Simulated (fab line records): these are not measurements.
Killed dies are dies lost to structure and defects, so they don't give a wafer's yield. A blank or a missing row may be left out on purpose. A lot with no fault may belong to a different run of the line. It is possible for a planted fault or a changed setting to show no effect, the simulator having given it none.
Chamber matching | flow nandHarc | NHARC_A_CONTACT_ETCH_48 on rieDiel-11 has 4 sister chambers
The step etches the open film in CF4, target depth 39 nm, time 65 s. 4 wafers are shown with their chamber, then 9 later ones without.

## WAFERS WITH THEIR CHAMBER
wafer  | chamber | drypumpMotorCurrentA (A)
L090.5 | 0       | 6.0
L089.2 | 1       | 6.2
L089.3 | 3       | 6.5
L089.4 | 2       | 5.8

## WAFERS WITHOUT THEIR CHAMBER
wafer  | drypumpMotorCurrentA (A)
L092.1 | 6.0
L092.2 | 5.8
L092.6 | 5.9
L095.2 | 5.8
L095.3 | 6.1
L095.5 | 6.2
L095.1 | 6.5
L095.4 | 6.0
L095.6 | 5.8

## WHICH CHAMBER EACH WENT THROUGH
wafer  | from the rows above     | in truth
L092.1 | 0                       | 0
L092.2 | 2                       | 2
L092.6 | can't be placed: 0 or 2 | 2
L095.2 | 2                       | 2
L095.3 | can't be placed: 0 or 1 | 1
L095.5 | 1                       | 1
L095.1 | 3                       | 3
L095.4 | 0                       | 0
L095.6 | 2                       | 2
7 of 9 placed correctly. Not placeable from these rows: 2 (in 2, the candidates include the true chamber). 0 placed wrongly.
How it was worked out, from the rows above alone: a wafer's distance from a chamber is the root of the sum, over the readings, of the square of ((its reading less the chamber's mean) divided by the reading's scatter). The wafer belongs to the nearest chamber; if the next one is less than 2 further off, it can't be placed. The mean given for a chamber averages the wafers shown for that chamber. The scatter (one wafer shown for each chamber): square how far every hidden wafer sits from the nearest shown wafer, average those squares and take the square root.
